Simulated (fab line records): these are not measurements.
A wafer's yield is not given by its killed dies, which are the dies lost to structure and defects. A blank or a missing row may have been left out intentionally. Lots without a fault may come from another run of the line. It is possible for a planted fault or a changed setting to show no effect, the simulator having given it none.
Split-lot study || flow n5Finfet || 21 wafers read across 7 lots, on a route 1938 steps long

ON THE SPLIT
At N5_BEOL_M1_PECVD_72 (deposits SiO2 from TEOS/O2, target thk 16 nm, time 18 s), the setting timeS was moved away from the recipe's 18 s on 5 of the 21 wafers read, by -8.9% to +5.5%. The other wafers ran this setting at the recipe's value.

FROM THE SPLIT TO THE READING: what the file shows between them, 10 steps
- N5_BEOL_M1_COAT_61: time 60 s, resist thk 60 nm (also split here: spinRpm)
- N5_BEOL_M1_COAT_62: time 60 s, resist thk 12 nm
- N5_BEOL_M1_COAT_73: time 60 s, resist thk 5 nm
- N5_BEOL_M1_ETCH_74: etches underlayer in N2/H2, target depth 6.5 nm, time 5.2 s
- N5_BEOL_M1_ETCH_63: etches SiARC in CF4, target depth 15.6 nm, time 26 s
- N5_BEOL_M1_ETCH_64: etches SOC in N2/H2, target depth 75 nm, overetch 15 nm, time 112.5 s
- N5_BEOL_M1_ETCH_70: etches SOC in N2/H2, target depth 80 nm, overetch 16 nm, time 120 s (also split here: biasW)
- N5_BEOL_M1_STRIP_71: strips in N2/H2
- N5_BEOL_M1_STRIP_78: strips in N2/H2
- N5_BEOL_M1_STRIP_97: strips in N2/H2, time 10 s

THE READING
SiO2_of_BEOL_M1_PECVD_72.thkNm (the simulator's own value, which no gauge read), in nm, at N5_BEOL_M1_HM_STRIP_39 (strips TiN in peroxide tin strip, target depth 25 nm, time 158 s). No usual value for it is given in the file. Here, 16 wafers ran the recipe; their average is 15.9 nm with a standard deviation of 0.29 nm.

{"wafer": "L079.3", "tool, chamber at the split": "pecvd-03, 0,2", "timeS as run, s": 18, "against the recipe": "recipe", "SiO2_of_BEOL_M1_PECVD_72.thkNm, nm": 16, "against lot-mates on the recipe": "-"}
{"wafer": "L079.5", "tool, chamber at the split": "pecvd-03, 0,2", "timeS as run, s": 18, "against the recipe": "recipe", "SiO2_of_BEOL_M1_PECVD_72.thkNm, nm": 16, "against lot-mates on the recipe": "-"}
{"wafer": "L079.6", "tool, chamber at the split": "pecvd-03, 1", "timeS as run, s": 18, "against the recipe": "recipe", "SiO2_of_BEOL_M1_PECVD_72.thkNm, nm": 16.2, "against lot-mates on the recipe": "-"}
{"wafer": "L081.2", "tool, chamber at the split": "pecvd-02, 1,0", "timeS as run, s": 18, "against the recipe": "recipe", "SiO2_of_BEOL_M1_PECVD_72.thkNm, nm": 16, "against lot-mates on the recipe": "-"}
{"wafer": "L081.4", "tool, chamber at the split": "pecvd-02, 1,0", "timeS as run, s": 18, "against the recipe": "recipe", "SiO2_of_BEOL_M1_PECVD_72.thkNm, nm": 16, "against lot-mates on the recipe": "-"}
{"wafer": "L081.6", "tool, chamber at the split": "pecvd-02, 1", "timeS as run, s": 18, "against the recipe": "recipe", "SiO2_of_BEOL_M1_PECVD_72.thkNm, nm": 16.4, "against lot-mates on the recipe": "-"}
{"wafer": "L087.2", "tool, chamber at the split": "pecvd-02, 2", "timeS as run, s": 18, "against the recipe": "recipe", "SiO2_of_BEOL_M1_PECVD_72.thkNm, nm": 16, "against lot-mates on the recipe": "-"}
{"wafer": "L087.6", "tool, chamber at the split": "pecvd-02, 1", "timeS as run, s": 18, "against the recipe": "recipe", "SiO2_of_BEOL_M1_PECVD_72.thkNm, nm": 16, "against lot-mates on the recipe": "-"}
{"wafer": "L087.3", "tool, chamber at the split": "pecvd-02, 0", "timeS as run, s": 18, "against the recipe": "recipe", "SiO2_of_BEOL_M1_PECVD_72.thkNm, nm": 15.6, "against lot-mates on the recipe": "-"}
{"wafer": "L090.1", "tool, chamber at the split": "pecvd-02, 2", "timeS as run, s": 18.94, "against the recipe": "+5.2%", "SiO2_of_BEOL_M1_PECVD_72.thkNm, nm": 16.8, "against lot-mates on the recipe": "+0.8"}
{"wafer": "L090.2", "tool, chamber at the split": "pecvd-02, 0", "timeS as run, s": 18.94, "against the recipe": "+5.2%", "SiO2_of_BEOL_M1_PECVD_72.thkNm, nm": 16.6, "against lot-mates on the recipe": "+0.6"}
{"wafer": "L090.6", "tool, chamber at the split": "pecvd-02, 0", "timeS as run, s": 18, "against the recipe": "recipe", "SiO2_of_BEOL_M1_PECVD_72.thkNm, nm": 16, "against lot-mates on the recipe": "-"}
{"wafer": "L091.1", "tool, chamber at the split": "pecvd-04, 1", "timeS as run, s": 18, "against the recipe": "recipe", "SiO2_of_BEOL_M1_PECVD_72.thkNm, nm": 15.2, "against lot-mates on the recipe": "-"}
{"wafer": "L091.4", "tool, chamber at the split": "pecvd-04, 0", "timeS as run, s": 18, "against the recipe": "recipe", "SiO2_of_BEOL_M1_PECVD_72.thkNm, nm": 16, "against lot-mates on the recipe": "-"}
{"wafer": "L091.5", "tool, chamber at the split": "pecvd-04, 0", "timeS as run, s": 18, "against the recipe": "recipe", "SiO2_of_BEOL_M1_PECVD_72.thkNm, nm": 16, "against lot-mates on the recipe": "-"}
{"wafer": "L097.3", "tool, chamber at the split": "pecvd-02, 2", "timeS as run, s": 18, "against the recipe": "recipe", "SiO2_of_BEOL_M1_PECVD_72.thkNm, nm": 15.4, "against lot-mates on the recipe": "-"}
{"wafer": "L097.4", "tool, chamber at the split": "pecvd-02, 1", "timeS as run, s": 18.99, "against the recipe": "+5.5%", "SiO2_of_BEOL_M1_PECVD_72.thkNm, nm": 17.2, "against lot-mates on the recipe": "+1.6"}
{"wafer": "L097.5", "tool, chamber at the split": "pecvd-02, 0", "timeS as run, s": 18, "against the recipe": "recipe", "SiO2_of_BEOL_M1_PECVD_72.thkNm, nm": 15.8, "against lot-mates on the recipe": "-"}
{"wafer": "L096.3", "tool, chamber at the split": "pecvd-03, 2", "timeS as run, s": 16.39, "against the recipe": "-8.9%", "SiO2_of_BEOL_M1_PECVD_72.thkNm, nm": 14.2, "against lot-mates on the recipe": -2.0}
{"wafer": "L096.5", "tool, chamber at the split": "pecvd-03, 0", "timeS as run, s": 18, "against the recipe": "recipe", "SiO2_of_BEOL_M1_PECVD_72.thkNm, nm": 16.2, "against lot-mates on the recipe": "-"}
{"wafer": "L096.6", "tool, chamber at the split": "pecvd-03, 2", "timeS as run, s": 16.39, "against the recipe": "-8.9%", "SiO2_of_BEOL_M1_PECVD_72.thkNm, nm": 14.6, "against lot-mates on the recipe": -1.6}
Rows listing several chambers each stand for several wafers; the file does not say which wafer went through which chamber.

THE FIT
A straight line over all 21 wafers: SiO2_of_BEOL_M1_PECVD_72.thkNm changes by +0.173 nm for each +1% of timeS; r = +0.91; the points scatter about the line by 0.29 nm.
The same after taking each lot's own level away (the mean of its wafers on the recipe; 21 wafers): +0.197 nm for each +1%; r = +0.94; scatter 0.26 nm.
The reading moves by 1.8 nm for the largest change in timeS, on that fit.
From 15.60 to 16.20 nm: that is the span of the lots' own levels, equal to 2.1 times the standard deviation above.
Hence the slope depends on the lot-to-lot level, as the two fits are not the same.
Check: for one of the wafers moved furthest among these (-8.9%), held out of the fit, the line's prediction against its lot-mates is -1.64 nm. It came out at -2 nm against them.

OTHER SPLITS APPLIED TO THESE WAFERS
Before the reading, these wafers also passed through other splits. Each is held against what the fit with the lots' levels taken away leaves over:
{"other split on the same wafers": "N5_MOL_CONTACT_COAG_ETCH_47 sourceW", "wafers away from the commonest value": 11, "r with SiO2_of_BEOL_M1_PECVD_72.thkNm (lot level and that fit taken away)": -0.03}
{"other split on the same wafers": "N5_MOL_CONTACT_COAG_COAT_64 spinRpm", "wafers away from the commonest value": 7, "r with SiO2_of_BEOL_M1_PECVD_72.thkNm (lot level and that fit taken away)": "+0.06"}
{"other split on the same wafers": "N5_MOL_CONTACT_COAG_EXPOSE_37 doseMj", "wafers away from the commonest value": 4, "r with SiO2_of_BEOL_M1_PECVD_72.thkNm (lot level and that fit taken away)": -0.08}
{"other split on the same wafers": "N5_BEOL_M0_SAQP_COAT_72 spinRpm", "wafers away from the commonest value": 6, "r with SiO2_of_BEOL_M1_PECVD_72.thkNm (lot level and that fit taken away)": -0.17}
{"other split on the same wafers": "N5_BEOL_M0_SAQP_COAT_87 tempC", "wafers away from the commonest value": 7, "r with SiO2_of_BEOL_M1_PECVD_72.thkNm (lot level and that fit taken away)": "+0.40"}
{"other split on the same wafers": "N5_BEOL_M1_COAT_61 spinRpm", "wafers away from the commonest value": 9, "r with SiO2_of_BEOL_M1_PECVD_72.thkNm (lot level and that fit taken away)": "+0.17"}
{"other split on the same wafers": "N5_BEOL_M1_ETCH_70 biasW", "wafers away from the commonest value": 9, "r with SiO2_of_BEOL_M1_PECVD_72.thkNm (lot level and that fit taken away)": -0.13}

THE WHOLE CHAIN: every reading that the file lists as answering this split, in the file's order
{"step": "N5_BEOL_M1_PECVD_72", "what it does": "deposits SiO2 from TEOS/O2, target thk 16 nm, time 18 s", "reading": "SiO2_of_BEOL_M1_PECVD_72.thkNm (the simulator's own value, which no gauge read)", "change (the file's fit)": "+0.191 nm for each +1% of the setting", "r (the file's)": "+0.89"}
{"step": "N5_BEOL_M1_HM_STRIP_39", "what it does": "strips TiN in peroxide tin strip, target depth 25 nm, time 158 s", "reading": "SiO2_of_BEOL_M1_PECVD_72.thkNm (the simulator's own value, which no gauge read)", "change (the file's fit)": "+0.208 nm for each +1% of the setting", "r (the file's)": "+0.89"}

FILE'S OWN FIT
SiO2_of_BEOL_M1_PECVD_72.thkNm changes by +0.208 nm for each +1% of timeS, r = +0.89.
